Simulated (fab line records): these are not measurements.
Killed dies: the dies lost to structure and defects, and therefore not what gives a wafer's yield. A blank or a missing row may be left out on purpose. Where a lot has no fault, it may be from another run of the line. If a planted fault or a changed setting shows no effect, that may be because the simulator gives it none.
Chamber matching :: flow n5Finfet :: N5_BEOL_M3_VIA_ETCH_34 on rieDiel-05 has 4 sister chambers
The step etches the open film in C4F6/O2, target depth 69.4 nm, time 65.9 s. 8 wafers are shown with their chamber, then 8 later ones without.

== EACH WAFER AND ITS CHAMBER ==
wafer: L078.4
chamber: 2
rfVppV (V): 636
showerheadPlenumPTorr (Torr): 2.70

wafer: L083.2
chamber: 3
rfVppV (V): 669
showerheadPlenumPTorr (Torr): 2.75

wafer: L083.5
chamber: 1
rfVppV (V): 673
showerheadPlenumPTorr (Torr): 2.86

wafer: L083.6
chamber: 3
rfVppV (V): 669
showerheadPlenumPTorr (Torr): 2.75

wafer: L088.1
chamber: 0
rfVppV (V): 684
showerheadPlenumPTorr (Torr): 2.92

wafer: L088.4
chamber: 2
rfVppV (V): 635
showerheadPlenumPTorr (Torr): 2.69

wafer: L088.5
chamber: 0
rfVppV (V): 683
showerheadPlenumPTorr (Torr): 2.92

wafer: L089.1
chamber: 1
rfVppV (V): 672
showerheadPlenumPTorr (Torr): 2.85

== WAFERS WHOSE CHAMBER IS MISSING ==
wafer: L089.4
rfVppV (V): 669
showerheadPlenumPTorr (Torr): 2.74

wafer: L089.6
rfVppV (V): 634
showerheadPlenumPTorr (Torr): 2.69

wafer: L094.4
rfVppV (V): 669
showerheadPlenumPTorr (Torr): 2.74

wafer: L094.5
rfVppV (V): 681
showerheadPlenumPTorr (Torr): 2.91

wafer: L094.6
rfVppV (V): 673
showerheadPlenumPTorr (Torr): 2.85

wafer: L097.1
rfVppV (V): 682
showerheadPlenumPTorr (Torr): 2.91

wafer: L097.3
rfVppV (V): 634
showerheadPlenumPTorr (Torr): 2.68

wafer: L097.6
rfVppV (V): 671
showerheadPlenumPTorr (Torr): 2.85

== CHAMBER TAKEN BY EACH ==
wafer: L089.4
from the rows above: 3
in truth: 3

wafer: L089.6
from the rows above: 2
in truth: 2

wafer: L094.4
from the rows above: 3
in truth: 3

wafer: L094.5
from the rows above: 0
in truth: 0

wafer: L094.6
from the rows above: 1
in truth: 1

wafer: L097.1
from the rows above: 0
in truth: 0

wafer: L097.3
from the rows above: 2
in truth: 2

wafer: L097.6
from the rows above: 1
in truth: 1
Correct placement for 8 of the 8. Not placeable from these rows: 0. Wrongly placed: 0.
How it was worked out, from the rows above alone: a wafer's distance from a chamber is the root of the sum, over the readings, of the square of ((its reading less the chamber's mean) divided by the reading's scatter). The wafer belongs to the nearest chamber; if the next one is less than 2 further off, it can't be placed. A chamber's mean is the mean of its shown wafers. The scatter: take each reading less its chamber's mean, square it, sum over the shown wafers, divide by the number of wafers less the number of chambers, and take the root.
